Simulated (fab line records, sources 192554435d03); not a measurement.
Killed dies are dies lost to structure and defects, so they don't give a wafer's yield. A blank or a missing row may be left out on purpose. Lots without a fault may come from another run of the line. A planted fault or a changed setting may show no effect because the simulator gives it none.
Chamber matching | flow n5_finfet | N5_BEOL_M7_STRIP_19 on rie_diel-05: 4 sister chambers
The step strips in O2. 16 wafers are shown with their chamber, then 8 later ones without.

WAFERS WITH THEIR CHAMBER
wafer  | chamber | throttle_valve_pct (%) | oes_product_au (a.u.) | showerhead_plenum_p_Torr (Torr)
L074.2 | 0       | 16.83                  | 0.73                  | 2.08
L074.3 | 3       | 16.23                  | 0.83                  | 2.02
L074.5 | 1       | 17.02                  | 0.71                  | 2.00
L075.3 | 0       | 16.84                  | 0.72                  | 2.08
L075.4 | 3       | 16.23                  | 0.82                  | 2.02
L075.6 | 1       | 17.01                  | 0.70                  | 2.00
L077.1 | 3       | 16.27                  | 0.81                  | 2.01
L077.2 | 1       | 17.02                  | 0.69                  | 2.00
L077.5 | 3       | 16.26                  | 0.80                  | 2.01
L086.1 | 2       | 16.79                  | 0.98                  | 2.08
L086.2 | 0       | 16.86                  | 0.72                  | 2.07
L086.4 | 1       | 17.06                  | 0.69                  | 1.99
L087.4 | 1       | 17.06                  | 0.68                  | 1.99
L087.5 | 0       | 16.87                  | 0.70                  | 2.07
L087.6 | 1       | 17.04                  | 0.68                  | 1.99
L088.1 | 3       | 16.29                  | 0.78                  | 2.01

SIGNATURES (means of the wafers above)
reading                  | chamber 0 | chamber 1 | chamber 2 | chamber 3 | scatter within a chamber
throttle_valve_pct       | 16.8500   | 17.0350   | 16.7900   | 16.2560   | 0.0225
oes_product_au           | 0.7175    | 0.6917    | 0.9800    | 0.8080    | 0.0148
showerhead_plenum_p_Torr | 2.0750    | 1.9950    | 2.0800    | 2.0140    | 0.00555
Rule: a wafer's distance from a chamber is the root of the sum, over the readings, of the square of ((its reading less the chamber's mean) divided by the reading's scatter). The wafer belongs to the nearest chamber; if the next one is less than 2 further off, it can't be placed. The scatter: the root of (the sum of the squares of (reading less its chamber's mean) over the shown wafers, divided by (wafers less chambers)).

WAFERS WITHOUT THEIR CHAMBER
wafer  | throttle_valve_pct (%) | oes_product_au (a.u.) | showerhead_plenum_p_Torr (Torr)
L088.2 | 17.06                  | 0.69                  | 1.99
L088.4 | 16.88                  | 0.71                  | 2.07
L090.1 | 16.90                  | 0.69                  | 2.07
L090.2 | 16.82                  | 0.94                  | 2.08
L090.4 | 17.08                  | 0.67                  | 1.99
L096.3 | 17.10                  | 0.68                  | 1.99
L096.5 | 17.10                  | 0.67                  | 1.99
L096.6 | 16.82                  | 0.93                  | 2.08

WHICH CHAMBER EACH WENT THROUGH
wafer  | from the rows above | in truth
L088.2 | 1                   | 1
L088.4 | 0                   | 0
L090.1 | 0                   | 0
L090.2 | 2                   | 2
L090.4 | 1                   | 1
L096.3 | 1                   | 1
L096.5 | 1                   | 1
L096.6 | 2                   | 2
Placed correctly: 8 of 8. Can't be placed from these rows: 0. Placed wrongly: 0.
